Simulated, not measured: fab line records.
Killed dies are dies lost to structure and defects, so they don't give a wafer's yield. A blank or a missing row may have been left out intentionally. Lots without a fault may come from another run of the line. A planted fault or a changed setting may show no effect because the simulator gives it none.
Chamber matching | flow n5_finfet | 4 sister chambers for N5_BEOL_M1_VIA_ETCH_34 on rie_diel-03
The step etches the open film in C4F6/O2, target depth 67.8 nm, time 64.4 s. 4 wafers are shown with their chamber, then 7 later ones without.

EACH WAFER AND ITS CHAMBER
wafer  | chamber | drypump_motor_current_A (A)
L080.4 | 2       | 5.6
L086.5 | 0       | 5.1
L088.1 | 3       | 5.2
L088.3 | 1       | 6.4

WAFERS MISSING THEIR CHAMBER
wafer  | drypump_motor_current_A (A)
L088.6 | 6.4
L091.2 | 5.1
L091.4 | 6.3
L091.6 | 5.1
L094.1 | 5.1
L094.2 | 5.2
L094.6 | 5.6

WHICH CHAMBER EACH WENT THROUGH
wafer  | from the rows above | in truth
L088.6 | 1                   | 1
L091.2 | 0                   | 0
L091.4 | 1                   | 1
L091.6 | 0                   | 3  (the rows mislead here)
L094.1 | 0                   | 0
L094.2 | 3                   | 3
L094.6 | 2                   | 2
Correctly placed: 6 of 7. Left unplaced by these rows: 0. Wrongly placed: 1.
How it was worked out, from the rows above alone: a wafer's distance from a chamber is the root of the sum, over the readings, of the square of ((its reading less the chamber's mean) divided by the reading's scatter). The wafer belongs to the nearest chamber; if the next one is less than 2 further off, it can't be placed. Each chamber's mean is taken over the wafers shown for it. The scatter: root of mean squared gap, hidden wafer to nearest shown wafer, with one shown wafer a chamber.
